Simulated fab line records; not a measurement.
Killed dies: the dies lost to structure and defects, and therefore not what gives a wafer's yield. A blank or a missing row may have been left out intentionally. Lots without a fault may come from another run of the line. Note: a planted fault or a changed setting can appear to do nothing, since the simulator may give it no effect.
Split-lot experiment	flow n5Finfet	route with 1938 steps; 7 lots, 21 wafers read

== ON THE SPLIT ==
At N5_BEOL_M3_COAT_68 (time 60 s, resist thk 12 nm), the setting spinRpm was moved away from the recipe's 1500 rpm on 9 of the 21 wafers read, by -7.7% to +6.4%. For the rest of the wafers, this setting stayed at what the recipe calls for.

== FROM THE SPLIT TO THE READING: what the file shows between them, 4 steps ==
- N5_BEOL_M3_COAT_76: time 60 s, resist thk 5 nm
- N5_BEOL_M3_COAT_22: resist thk 30 nm
- N5_BEOL_M3_DESCUM_33: chemistry O2, time 7 s
- N5_BEOL_M3_ETCH_77: etches underlayer in N2/H2, target depth 6.5 nm, time 5.2 s

== THE READING ==
etch.depthNm (the simulator's own value, which no gauge read), in nm, at N5_BEOL_M3_ETCH_69 (etches SiARC in CF4, target depth 15.6 nm, time 26 s). No usual value for it is given in the file. The 12 wafers here that ran the recipe average 11.98 nm, standard deviation 0.038 nm.

wafer	tool, chamber at the split	spinRpm as run, rpm	against the recipe	etch.depthNm, nm	against lot-mates on the recipe
L075.3	lithoTrack-05, 0	1385	-7.7%	12.49	+0.52
L075.4	lithoTrack-05, 0	1500	recipe	11.97	-
L075.5	lithoTrack-05, 0	1385	-7.7%	12.46	+0.49
L078.1	lithoTrack-05, 0	1400	-6.7%	12.37	no lot-mate on the recipe
L078.2	lithoTrack-05, 0	1400	-6.7%	12.41	no lot-mate on the recipe
L078.6	lithoTrack-05, 0	1400	-6.7%	12.38	no lot-mate on the recipe
L079.4	lithoTrack-05, 0	1500	recipe	11.98	-
L079.5	lithoTrack-05, 0	1500	recipe	12.02	-
L079.6	lithoTrack-05, 0	1500	recipe	11.97	-
L090.3	lithoTrack-03, 0	1500	recipe	11.96	-
L090.6	lithoTrack-03, 0	1500	recipe	11.96	-
L090.5	lithoTrack-03, 0	1500	recipe	11.99	-
L091.2	lithoTrack-02, 0	1555	+3.7%	11.85	-0.20
L091.4	lithoTrack-02, 0	1500	recipe	12.05	-
L091.6	lithoTrack-02, 0	1555	+3.7%	11.82	-0.23
L092.1	lithoTrack-05, 0	1500	recipe	11.91	-
L092.3	lithoTrack-05, 0	1500	recipe	11.96	-
L092.5	lithoTrack-05, 0	1500	recipe	11.92	-
L094.2	lithoTrack-03, 0	1500	recipe	12.01	-
L094.3	lithoTrack-03, 0	1596	+6.4%	11.64	-0.37
L094.5	lithoTrack-03, 0	1596	+6.4%	11.65	-0.36

FIT RESULTS
A straight line over all 21 wafers: etch.depthNm changes by -0.058 nm for each +1% of spinRpm; r = -0.99; the points scatter about the line by 0.042 nm.
The same after taking each lot's own level away (the mean of its wafers on the recipe; 18 wafers): -0.062 nm for each +1%; r = -1.00; scatter 0.021 nm.
That fit puts the effect of the largest move of spinRpm on the reading at 0.48 nm.
Across the lots, their own levels run from 11.930 to 12.050 nm, a range of 3.2 times the standard deviation given above.
The two slopes are in agreement: the lot-to-lot level therefore moves the slope only a little.
Check: for one of the wafers moved furthest among these (-7.7%), held out of the fit, the line's prediction against its lot-mates is +0.465 nm. It came out at +0.52 nm against them.

== THESE WAFERS: OTHER SPLITS ==
Before the reading, these wafers also passed through other splits. Each is held against what the fit with the lots' levels taken away leaves over:
other split on the same wafers	wafers away from the commonest value	r with etch.depthNm (lot level and that fit taken away)
N5_BEOL_M0_CUTY_ETCH_63 sourceW	8	+0.25
N5_BEOL_M1_ILD_DEP_00 timeS	7	+0.27
N5_BEOL_M1_COAT_05 spinRpm	4	-0.15
N5_BEOL_M2_DESCUM_16 timeS	8	-0.09
N5_BEOL_M2_COAT_67 spinRpm	7	+0.00
N5_BEOL_M3_ETCH_64 biasW	9	+0.03

== THE WHOLE CHAIN: every reading that the file lists as answering this split, in the file's order ==
step	what it does	reading	change (the file's fit)	r (the file's)
N5_BEOL_M3_COAT_68	time 60 s, resist thk 12 nm	SiARC_of_BEOL_M3_COAT_68.thkNm (the simulator's own value, which no gauge read)	-0.0562 nm for each +1% of the setting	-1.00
N5_BEOL_M3_ETCH_69	etches SiARC in CF4, target depth 15.6 nm, time 26 s	etch.depthNm (the simulator's own value, which no gauge read)	-0.0621 nm for each +1% of the setting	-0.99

== THE FILE'S OWN FIT ==
etch.depthNm changes by -0.0621 nm for each +1% of spinRpm, r = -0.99.
